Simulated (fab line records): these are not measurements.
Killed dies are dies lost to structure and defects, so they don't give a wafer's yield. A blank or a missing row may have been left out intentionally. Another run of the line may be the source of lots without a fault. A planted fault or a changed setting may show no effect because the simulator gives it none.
Which of the tools did it? / flow nand_harc / Sampling: 24 lots, 72 wafers, 4 of 1302 route steps

## WHAT THE GAUGES READ, wafer by wafer
NHARC_A_CHANNEL_HOLE_D2_OVL_MEAS_11. Usual: overlay_x_nm 0.1 nm, standard deviation 1.1; overlay_y_nm -0.1 nm, standard deviation 0.86.
lot=L074; measured=day 13 10:41; on=overlay-02; overlay_x_nm (nm)=-1.7 -2.2 -1.7; overlay_y_nm (nm)=-0.7 -0.2 -0.3; flag=
lot=L075; measured=day 13 10:50; on=overlay-02; overlay_x_nm (nm)=-0.1 -0.3 0.0; overlay_y_nm (nm)=0.0 0.0 -0.3; flag=
lot=L076; measured=day 14 05:59; on=overlay-02; overlay_x_nm (nm)=1.0 0.8 1.2; overlay_y_nm (nm)=0.5 0.2 0.8; flag=
lot=L078; measured=day 14 20:51; on=overlay-02; overlay_x_nm (nm)=0.3 0.0 0.0; overlay_y_nm (nm)=-1.4 -1.6 -1.8; flag=
lot=L077; measured=day 14 21:27; on=overlay-01; overlay_x_nm (nm)=-1.3 -2.1 -2.1; overlay_y_nm (nm)=1.5 0.5 1.0; flag=
lot=L079; measured=day 15 17:44; on=overlay-01; overlay_x_nm (nm)=-0.2 0.4 0.7; overlay_y_nm (nm)=-1.4 -2.3 -1.5; flag=
lot=L080; measured=day 15 17:35; on=overlay-02; overlay_x_nm (nm)=0.3 0.4 0.0; overlay_y_nm (nm)=-0.3 -0.1 -0.6; flag=
lot=L081; measured=day 16 01:59; on=overlay-01; overlay_x_nm (nm)=-1.0 -1.3 -1.2; overlay_y_nm (nm)=0.9 1.0 1.1; flag=
lot=L082; measured=day 16 16:36; on=overlay-01; overlay_x_nm (nm)=0.1 -0.2 -0.2; overlay_y_nm (nm)=0.1 0.9 0.3; flag=
lot=L083; measured=day 17 11:10; on=overlay-01; overlay_x_nm (nm)=1.1 1.8 0.3; overlay_y_nm (nm)=0.4 0.2 0.0; flag=
lot=L084; measured=day 17 13:01; on=overlay-02; overlay_x_nm (nm)=1.5 0.5 0.2; overlay_y_nm (nm)=0.7 0.7 0.3; flag=
lot=L086; measured=day 17 11:19; on=overlay-02; overlay_x_nm (nm)=0.7 1.6 0.9; overlay_y_nm (nm)=1.2 0.5 0.9; flag=
lot=L085; measured=day 17 14:14; on=overlay-02; overlay_x_nm (nm)=-1.2 -1.7 -1.7; overlay_y_nm (nm)=-0.2 -0.6 -0.4; flag=
lot=L087; measured=day 18 08:09; on=overlay-02; overlay_x_nm (nm)=-0.1 -0.2 -0.1; overlay_y_nm (nm)=-1.5 -1.9 -1.6; flag=
lot=L088; measured=day 19 03:37; on=overlay-02; overlay_x_nm (nm)=0.0 -0.2 0.0; overlay_y_nm (nm)=-0.3 -0.2 0.2; flag=
lot=L089; measured=day 19 05:13; on=overlay-02; overlay_x_nm (nm)=0.1 -0.1 0.1; overlay_y_nm (nm)=0.4 0.6 0.4; flag=
lot=L090; measured=day 19 18:31; on=overlay-02; overlay_x_nm (nm)=-0.8 -1.2 -1.2; overlay_y_nm (nm)=-0.7 -0.4 -0.2; flag=
lot=L091; measured=day 20 08:04; on=overlay-02; overlay_x_nm (nm)=1.1 1.4 1.0; overlay_y_nm (nm)=0.2 -0.8 -0.2; flag=
lot=L092; measured=day 20 08:24; on=overlay-01; overlay_x_nm (nm)=-0.4 -0.4 -0.6; overlay_y_nm (nm)=-1.3 -1.2 -1.2; flag=
lot=L093; measured=day 20 23:24; on=overlay-01; overlay_x_nm (nm)=1.1 1.2 1.5; overlay_y_nm (nm)=-0.3 -0.7 -0.3; flag=
lot=L095; measured=day 21 22:53; on=overlay-01; overlay_x_nm (nm)=2.4 2.6 2.1; overlay_y_nm (nm)=0.6 1.4 0.9; flag=
lot=L094; measured=day 21 23:02; on=overlay-02; overlay_x_nm (nm)=0.8 1.0 1.3; overlay_y_nm (nm)=-0.4 0.2 -0.1; flag=
lot=L096; measured=day 22 05:48; on=overlay-01; overlay_x_nm (nm)=0.5 0.0 0.3; overlay_y_nm (nm)=-0.1 -1.1 -0.2; flag=
lot=L097; measured=day 22 20:07; on=overlay-02; overlay_x_nm (nm)=0.1 -0.8 -0.3; overlay_y_nm (nm)=1.0 1.1 1.2; flag=

## TOOL THAT RAN EACH LOT (tool first, then ch and the chambers of the sampled wafers, then the start)
lot=L074; NHARC_A_CHANNEL_HOLE_D1_ETCH_23=har_etch-01 ch 1, day 9 04:34; NHARC_A_CHANNEL_HOLE_D1_ETCH_24=har_etch-01 ch 1, day 9 05:17; NHARC_A_CHANNEL_HOLE_D2_DEP_01=pecvd-03 ch 0,1, day 13 09:56
lot=L075; NHARC_A_CHANNEL_HOLE_D1_ETCH_23=har_etch-02 ch 0, day 9 05:12; NHARC_A_CHANNEL_HOLE_D1_ETCH_24=har_etch-02 ch 0, day 9 06:38; NHARC_A_CHANNEL_HOLE_D2_DEP_01=pecvd-02 ch 1,2, day 13 09:55
lot=L076; NHARC_A_CHANNEL_HOLE_D1_ETCH_23=har_etch-02 ch 0, day 9 13:29; NHARC_A_CHANNEL_HOLE_D1_ETCH_24=har_etch-02 ch 0, day 9 14:55; NHARC_A_CHANNEL_HOLE_D2_DEP_01=pecvd-03 ch 0,2, day 14 05:17
lot=L078; NHARC_A_CHANNEL_HOLE_D1_ETCH_23=har_etch-01 ch 0,1, day 10 02:50; NHARC_A_CHANNEL_HOLE_D1_ETCH_24=har_etch-01 ch 0,1, day 10 03:34; NHARC_A_CHANNEL_HOLE_D2_DEP_01=pecvd-02 ch 0,1, day 14 20:08
lot=L077; NHARC_A_CHANNEL_HOLE_D1_ETCH_23=har_etch-02 ch 0, day 10 07:53; NHARC_A_CHANNEL_HOLE_D1_ETCH_24=har_etch-02 ch 0, day 10 08:35; NHARC_A_CHANNEL_HOLE_D2_DEP_01=pecvd-03 ch 0,2, day 14 20:38
lot=L079; NHARC_A_CHANNEL_HOLE_D1_ETCH_23=har_etch-02 ch 0,1, day 11 02:05; NHARC_A_CHANNEL_HOLE_D1_ETCH_24=har_etch-02 ch 0,1, day 11 02:46; NHARC_A_CHANNEL_HOLE_D2_DEP_01=pecvd-03 ch 0,1,2, day 15 16:50
lot=L080; NHARC_A_CHANNEL_HOLE_D1_ETCH_23=har_etch-01 ch 0,1, day 11 06:37; NHARC_A_CHANNEL_HOLE_D1_ETCH_24=har_etch-01 ch 0,1, day 11 07:19; NHARC_A_CHANNEL_HOLE_D2_DEP_01=pecvd-02 ch 0,1,2, day 15 16:46
lot=L081; NHARC_A_CHANNEL_HOLE_D1_ETCH_23=har_etch-02 ch 0,1, day 11 16:11; NHARC_A_CHANNEL_HOLE_D1_ETCH_24=har_etch-02 ch 0,1, day 11 16:53; NHARC_A_CHANNEL_HOLE_D2_DEP_01=pecvd-02 ch 0,1,2, day 16 01:10
lot=L082; NHARC_A_CHANNEL_HOLE_D1_ETCH_23=har_etch-01 ch 0,1, day 12 02:50; NHARC_A_CHANNEL_HOLE_D1_ETCH_24=har_etch-01 ch 0,1, day 12 03:34; NHARC_A_CHANNEL_HOLE_D2_DEP_01=pecvd-02 ch 0,1, day 16 15:47
lot=L083; NHARC_A_CHANNEL_HOLE_D1_ETCH_23=har_etch-02 ch 0,1, day 12 18:00; NHARC_A_CHANNEL_HOLE_D1_ETCH_24=har_etch-02 ch 0,1, day 12 18:43; NHARC_A_CHANNEL_HOLE_D2_DEP_01=pecvd-02 ch 0,1, day 17 10:21
lot=L084; NHARC_A_CHANNEL_HOLE_D1_ETCH_23=har_etch-01 ch 0,1, day 13 00:45; NHARC_A_CHANNEL_HOLE_D1_ETCH_24=har_etch-01 ch 0,1, day 13 01:29; NHARC_A_CHANNEL_HOLE_D2_DEP_01=pecvd-02 ch 0,1, day 17 12:22
lot=L086; NHARC_A_CHANNEL_HOLE_D1_ETCH_23=har_etch-01 ch 0,1, day 13 05:25; NHARC_A_CHANNEL_HOLE_D1_ETCH_24=har_etch-01 ch 0,1, day 13 06:07; NHARC_A_CHANNEL_HOLE_D2_DEP_01=pecvd-01 ch 0,2, day 17 10:25
lot=L085; NHARC_A_CHANNEL_HOLE_D1_ETCH_23=har_etch-02 ch 0,1, day 13 05:35; NHARC_A_CHANNEL_HOLE_D1_ETCH_24=har_etch-02 ch 0,1, day 13 06:17; NHARC_A_CHANNEL_HOLE_D2_DEP_01=pecvd-01 ch 0,2, day 17 13:32
lot=L087; NHARC_A_CHANNEL_HOLE_D1_ETCH_23=har_etch-01 ch 0,1, day 13 22:11; NHARC_A_CHANNEL_HOLE_D1_ETCH_24=har_etch-01 ch 0,1, day 13 22:52; NHARC_A_CHANNEL_HOLE_D2_DEP_01=pecvd-01 ch 1,2, day 18 07:20
lot=L088; NHARC_A_CHANNEL_HOLE_D1_ETCH_23=har_etch-02 ch 0,1, day 14 13:35; NHARC_A_CHANNEL_HOLE_D1_ETCH_24=har_etch-02 ch 0,1, day 14 14:18; NHARC_A_CHANNEL_HOLE_D2_DEP_01=pecvd-02 ch 1,2, day 19 02:59
lot=L089; NHARC_A_CHANNEL_HOLE_D1_ETCH_23=har_etch-01 ch 0,1, day 14 14:19; NHARC_A_CHANNEL_HOLE_D1_ETCH_24=har_etch-01 ch 0,1, day 14 15:01; NHARC_A_CHANNEL_HOLE_D2_DEP_01=pecvd-02 ch 1,2, day 19 04:24
lot=L090; NHARC_A_CHANNEL_HOLE_D1_ETCH_23=har_etch-02 ch 0,1, day 15 09:49; NHARC_A_CHANNEL_HOLE_D1_ETCH_24=har_etch-02 ch 0,1, day 15 10:30; NHARC_A_CHANNEL_HOLE_D2_DEP_01=pecvd-01 ch 0,1,2, day 19 17:48
lot=L091; NHARC_A_CHANNEL_HOLE_D1_ETCH_23=har_etch-01 ch 0,1, day 15 19:14; NHARC_A_CHANNEL_HOLE_D1_ETCH_24=har_etch-01 ch 0,1, day 15 19:56; NHARC_A_CHANNEL_HOLE_D2_DEP_01=pecvd-01 ch 0,1,2, day 20 07:23
lot=L092; NHARC_A_CHANNEL_HOLE_D1_ETCH_23=har_etch-02 ch 0,1, day 16 00:57; NHARC_A_CHANNEL_HOLE_D1_ETCH_24=har_etch-02 ch 0,1, day 16 01:39; NHARC_A_CHANNEL_HOLE_D2_DEP_01=pecvd-02 ch 0,1, day 20 07:37
lot=L093; NHARC_A_CHANNEL_HOLE_D1_ETCH_23=har_etch-01 ch 0,1, day 16 07:59; NHARC_A_CHANNEL_HOLE_D1_ETCH_24=har_etch-01 ch 0,1, day 16 08:41; NHARC_A_CHANNEL_HOLE_D2_DEP_01=pecvd-01 ch 0,2, day 20 22:35
lot=L095; NHARC_A_CHANNEL_HOLE_D1_ETCH_23=har_etch-01 ch 0,1, day 17 08:09; NHARC_A_CHANNEL_HOLE_D1_ETCH_24=har_etch-01 ch 0,1, day 17 08:51; NHARC_A_CHANNEL_HOLE_D2_DEP_01=pecvd-02 ch 0,1,2, day 21 22:05
lot=L094; NHARC_A_CHANNEL_HOLE_D1_ETCH_23=har_etch-02 ch 0,1, day 17 11:33; NHARC_A_CHANNEL_HOLE_D1_ETCH_24=har_etch-02 ch 0,1, day 17 12:16; NHARC_A_CHANNEL_HOLE_D2_DEP_01=pecvd-03 ch 0,2, day 21 22:06
lot=L096; NHARC_A_CHANNEL_HOLE_D1_ETCH_23=har_etch-01 ch 0,1, day 17 20:20; NHARC_A_CHANNEL_HOLE_D1_ETCH_24=har_etch-01 ch 0,1, day 17 21:01; NHARC_A_CHANNEL_HOLE_D2_DEP_01=pecvd-01 ch 1,2, day 22 05:07
lot=L097; NHARC_A_CHANNEL_HOLE_D1_ETCH_23=har_etch-02 ch 0,1, day 18 09:44; NHARC_A_CHANNEL_HOLE_D1_ETCH_24=har_etch-02 ch 0,1, day 18 10:26; NHARC_A_CHANNEL_HOLE_D2_DEP_01=pecvd-02 ch 0,1,2, day 22 19:22
- NHARC_A_CHANNEL_HOLE_D1_ETCH_23: etches the open film in C4F8/O2/Ar, time 819 s, target depth 1600 nm.
- NHARC_A_CHANNEL_HOLE_D1_ETCH_24: etches the open film in C4F8/O2/Ar, time 906.2 s, target depth 1500 nm.
- NHARC_A_CHANNEL_HOLE_D2_DEP_01: deposits SiON, target thk 140 nm.

## WHAT THE TOOLS THEMSELVES READ (means of the sampled wafers that have a number; where no wafer has one, the mark that the record gives instead)
NHARC_A_CHANNEL_HOLE_D1_ETCH_23. Usual: drypump_motor_current_A 6.1 A, standard deviation 0.52; showerhead_plenum_p_Torr 3.61 Torr, standard deviation 0.12; throttle_valve_pct 32.156 %, standard deviation 0.008.
lot=L074; tool=har_etch-01; drypump_motor_current_A (A)=6.6; showerhead_plenum_p_Torr (Torr)=3.73; throttle_valve_pct (%)=32.157; flag=
lot=L075; tool=har_etch-02; drypump_motor_current_A (A)=5.3; showerhead_plenum_p_Torr (Torr)=3.56; throttle_valve_pct (%)=32.151; flag=
lot=L076; tool=har_etch-02; drypump_motor_current_A (A)=5.3; showerhead_plenum_p_Torr (Torr)=3.56; throttle_valve_pct (%)=32.159; flag=
lot=L078; tool=har_etch-01; drypump_motor_current_A (A)=6.5; showerhead_plenum_p_Torr (Torr)=3.63; throttle_valve_pct (%)=32.155; flag=
lot=L077; tool=har_etch-02; drypump_motor_current_A (A)=5.3; showerhead_plenum_p_Torr (Torr)=3.55; throttle_valve_pct (%)=32.161; flag=
lot=L079; tool=har_etch-02; drypump_motor_current_A (A)=5.8; showerhead_plenum_p_Torr (Torr)=3.54; throttle_valve_pct (%)=32.161; flag=
lot=L080; tool=har_etch-01; drypump_motor_current_A (A)=6.5; showerhead_plenum_p_Torr (Torr)=3.67; throttle_valve_pct (%)=32.142; flag=
lot=L081; tool=har_etch-02; drypump_motor_current_A (A)=5.6; showerhead_plenum_p_Torr (Torr)=3.53; throttle_valve_pct (%)=32.156; flag=
lot=L082; tool=har_etch-01; drypump_motor_current_A (A)=6.5; showerhead_plenum_p_Torr (Torr)=3.61; throttle_valve_pct (%)=32.155; flag=
lot=L083; tool=har_etch-02; drypump_motor_current_A (A)=5.8; showerhead_plenum_p_Torr (Torr)=3.52; throttle_valve_pct (%)=32.156; flag=
lot=L084; tool=har_etch-01; drypump_motor_current_A (A)=6.5; showerhead_plenum_p_Torr (Torr)=3.61; throttle_valve_pct (%)=32.152; flag=
lot=L086; tool=har_etch-01; drypump_motor_current_A (A)=6.5; showerhead_plenum_p_Torr (Torr)=3.60; throttle_valve_pct (%)=32.156; flag=
lot=L085; tool=har_etch-02; drypump_motor_current_A (A)=5.8; showerhead_plenum_p_Torr (Torr)=3.52; throttle_valve_pct (%)=32.159; flag=
lot=L087; tool=har_etch-01; drypump_motor_current_A (A)=6.5; showerhead_plenum_p_Torr (Torr)=3.64; throttle_valve_pct (%)=32.158; flag=
lot=L088; tool=har_etch-02; drypump_motor_current_A (A)=5.8; showerhead_plenum_p_Torr (Torr)=3.51; throttle_valve_pct (%)=32.153; flag=
lot=L089; tool=har_etch-01; drypump_motor_current_A (A)=6.5; showerhead_plenum_p_Torr (Torr)=3.59; throttle_valve_pct (%)=32.161; flag=
lot=L090; tool=har_etch-02; drypump_motor_current_A (A)=5.8; showerhead_plenum_p_Torr (Torr)=3.51; throttle_valve_pct (%)=32.144; flag=
lot=L091; tool=har_etch-01; drypump_motor_current_A (A)=6.5; showerhead_plenum_p_Torr (Torr)=3.59; throttle_valve_pct (%)=32.155; flag=
lot=L092; tool=har_etch-02; drypump_motor_current_A (A)=5.8; showerhead_plenum_p_Torr (Torr)=3.50; throttle_valve_pct (%)=32.152; flag=
lot=L093; tool=har_etch-01; drypump_motor_current_A (A)=6.5; showerhead_plenum_p_Torr (Torr)=3.63; throttle_valve_pct (%)=32.150; flag=
lot=L095; tool=har_etch-01; drypump_motor_current_A (A)=6.5; showerhead_plenum_p_Torr (Torr)=3.62; throttle_valve_pct (%)=32.155; flag=
lot=L094; tool=har_etch-02; drypump_motor_current_A (A)=5.8; showerhead_plenum_p_Torr (Torr)=3.93; throttle_valve_pct (%)=32.153; flag=
lot=L096; tool=har_etch-01; drypump_motor_current_A (A)=6.5; showerhead_plenum_p_Torr (Torr)=3.57; throttle_valve_pct (%)=32.155; flag=
lot=L097; tool=har_etch-02; drypump_motor_current_A (A)=5.8; showerhead_plenum_p_Torr (Torr)=3.92; throttle_valve_pct (%)=32.160; flag=

NHARC_A_CHANNEL_HOLE_D1_ETCH_24. Usual: drypump_motor_current_A 6.1 A, standard deviation 0.52; showerhead_plenum_p_Torr 3.60 Torr, standard deviation 0.12; throttle_valve_pct 32.236 %, standard deviation 0.0093.
lot=L074; tool=har_etch-01; drypump_motor_current_A (A)=6.6; showerhead_plenum_p_Torr (Torr)=3.73; throttle_valve_pct (%)=32.235; flag=
lot=L075; tool=har_etch-02; drypump_motor_current_A (A)=5.3; showerhead_plenum_p_Torr (Torr)=3.56; throttle_valve_pct (%)=32.243; flag=
lot=L076; tool=har_etch-02; drypump_motor_current_A (A)=5.3; showerhead_plenum_p_Torr (Torr)=3.55; throttle_valve_pct (%)=32.237; flag=
lot=L078; tool=har_etch-01; drypump_motor_current_A (A)=6.4; showerhead_plenum_p_Torr (Torr)=3.62; throttle_valve_pct (%)=32.238; flag=
lot=L077; tool=har_etch-02; drypump_motor_current_A (A)=5.3; showerhead_plenum_p_Torr (Torr)=3.55; throttle_valve_pct (%)=32.237; flag=
lot=L079; tool=har_etch-02; drypump_motor_current_A (A)=5.8; showerhead_plenum_p_Torr (Torr)=3.53; throttle_valve_pct (%)=32.230; flag=
lot=L080; tool=har_etch-01; drypump_motor_current_A (A)=6.6; showerhead_plenum_p_Torr (Torr)=3.66; throttle_valve_pct (%)=32.242; flag=
lot=L081; tool=har_etch-02; drypump_motor_current_A (A)=5.6; showerhead_plenum_p_Torr (Torr)=3.53; throttle_valve_pct (%)=32.223; flag=
lot=L082; tool=har_etch-01; drypump_motor_current_A (A)=6.5; showerhead_plenum_p_Torr (Torr)=3.61; throttle_valve_pct (%)=32.236; flag=
lot=L083; tool=har_etch-02; drypump_motor_current_A (A)=5.8; showerhead_plenum_p_Torr (Torr)=3.52; throttle_valve_pct (%)=32.231; flag=
lot=L084; tool=har_etch-01; drypump_motor_current_A (A)=6.5; showerhead_plenum_p_Torr (Torr)=3.60; throttle_valve_pct (%)=32.235; flag=
lot=L086; tool=har_etch-01; drypump_motor_current_A (A)=6.5; showerhead_plenum_p_Torr (Torr)=3.60; throttle_valve_pct (%)=32.242; flag=
lot=L085; tool=har_etch-02; drypump_motor_current_A (A)=5.8; showerhead_plenum_p_Torr (Torr)=3.52; throttle_valve_pct (%)=32.241; flag=
lot=L087; tool=har_etch-01; drypump_motor_current_A (A)=6.5; showerhead_plenum_p_Torr (Torr)=3.64; throttle_valve_pct (%)=32.231; flag=
lot=L088; tool=har_etch-02; drypump_motor_current_A (A)=5.8; showerhead_plenum_p_Torr (Torr)=3.51; throttle_valve_pct (%)=32.244; flag=
lot=L089; tool=har_etch-01; drypump_motor_current_A (A)=6.5; showerhead_plenum_p_Torr (Torr)=3.59; throttle_valve_pct (%)=32.236; flag=
lot=L090; tool=har_etch-02; drypump_motor_current_A (A)=5.8; showerhead_plenum_p_Torr (Torr)=3.50; throttle_valve_pct (%)=32.239; flag=
lot=L091; tool=har_etch-01; drypump_motor_current_A (A)=6.5; showerhead_plenum_p_Torr (Torr)=3.58; throttle_valve_pct (%)=32.243; flag=
lot=L092; tool=har_etch-02; drypump_motor_current_A (A)=5.8; showerhead_plenum_p_Torr (Torr)=3.50; throttle_valve_pct (%)=32.236; flag=
lot=L093; tool=har_etch-01; drypump_motor_current_A (A)=6.6; showerhead_plenum_p_Torr (Torr)=3.62; throttle_valve_pct (%)=32.235; flag=
lot=L095; tool=har_etch-01; drypump_motor_current_A (A)=6.5; showerhead_plenum_p_Torr (Torr)=3.61; throttle_valve_pct (%)=32.239; flag=
lot=L094; tool=har_etch-02; drypump_motor_current_A (A)=5.8; showerhead_plenum_p_Torr (Torr)=3.93; throttle_valve_pct (%)=32.231; flag=
lot=L096; tool=har_etch-01; drypump_motor_current_A (A)=6.5; showerhead_plenum_p_Torr (Torr)=3.56; throttle_valve_pct (%)=32.248; flag=
lot=L097; tool=har_etch-02; drypump_motor_current_A (A)=5.8; showerhead_plenum_p_Torr (Torr)=3.92; throttle_valve_pct (%)=32.238; flag=

NHARC_A_CHANNEL_HOLE_D2_DEP_01. Usual: chamber_pressure_Torr 3.499 Torr, standard deviation 0.0072; heater_power_w 701 W, standard deviation 85.
lot=L074; tool=pecvd-03; chamber_pressure_Torr (Torr)=3.494; heater_power_w (W)=711; flag=
lot=L075; tool=pecvd-02; chamber_pressure_Torr (Torr)=3.502; heater_power_w (W)=618; flag=
lot=L076; tool=pecvd-03; chamber_pressure_Torr (Torr)=3.508; heater_power_w (W)=771; flag=
lot=L078; tool=pecvd-02; chamber_pressure_Torr (Torr)=3.504; heater_power_w (W)=784; flag=
lot=L077; tool=pecvd-03; chamber_pressure_Torr (Torr)=3.497; heater_power_w (W)=760; flag=
lot=L079; tool=pecvd-03; chamber_pressure_Torr (Torr)=3.505; heater_power_w (W)=752; flag=
lot=L080; tool=pecvd-02; chamber_pressure_Torr (Torr)=3.504; heater_power_w (W)=669; flag=
lot=L081; tool=pecvd-02; chamber_pressure_Torr (Torr)=3.501; heater_power_w (W)=690; flag=
lot=L082; tool=pecvd-02; chamber_pressure_Torr (Torr)=3.505; heater_power_w (W)=692; flag=
lot=L083; tool=pecvd-02; chamber_pressure_Torr (Torr)=3.499; heater_power_w (W)=769; flag=
lot=L084; tool=pecvd-02; chamber_pressure_Torr (Torr)=3.498; heater_power_w (W)=775; flag=
lot=L086; tool=pecvd-01; chamber_pressure_Torr (Torr)=3.499; heater_power_w (W)=692; flag=
lot=L085; tool=pecvd-01; chamber_pressure_Torr (Torr)=3.498; heater_power_w (W)=713; flag=
lot=L087; tool=pecvd-01; chamber_pressure_Torr (Torr)=3.498; heater_power_w (W)=653; flag=
lot=L088; tool=pecvd-02; chamber_pressure_Torr (Torr)=3.499; heater_power_w (W)=626; flag=
lot=L089; tool=pecvd-02; chamber_pressure_Torr (Torr)=3.495; heater_power_w (W)=661; flag=
lot=L090; tool=pecvd-01; chamber_pressure_Torr (Torr)=3.497; heater_power_w (W)=700; flag=
lot=L091; tool=pecvd-01; chamber_pressure_Torr (Torr)=3.496; heater_power_w (W)=716; flag=
lot=L092; tool=pecvd-02; chamber_pressure_Torr (Torr)=3.497; heater_power_w (W)=742; flag=
lot=L093; tool=pecvd-01; chamber_pressure_Torr (Torr)=3.499; heater_power_w (W)=760; flag=
lot=L095; tool=pecvd-02; chamber_pressure_Torr (Torr)=3.502; heater_power_w (W)=659; flag=
lot=L094; tool=pecvd-03; chamber_pressure_Torr (Torr)=3.493; heater_power_w (W)=756; flag=
lot=L096; tool=pecvd-01; chamber_pressure_Torr (Torr)=3.501; heater_power_w (W)=682; flag=
lot=L097; tool=pecvd-02; chamber_pressure_Torr (Torr)=3.493; heater_power_w (W)=648; flag=

## THE ANSWER, worked out from the rows above alone
Rule: a lot is off if the mean of its wafers that have a number lies more than 3 standard deviations from the usual mean. Also off: a lot with no number at a reading for which 4 or more lots have one. All remaining lots with rows at the step are treated as sound. After the gauges, taken in route order, come the tools' own readings; for these a lot's mean is taken, as printed above. The first step at which some lot is off is used, and at that step the reading that is off furthest; a lot without a number counts as furthest.
Across all readings shown, no lot is off: no conclusion can be drawn from this.

## WHAT THE SIMULATOR PUT IN
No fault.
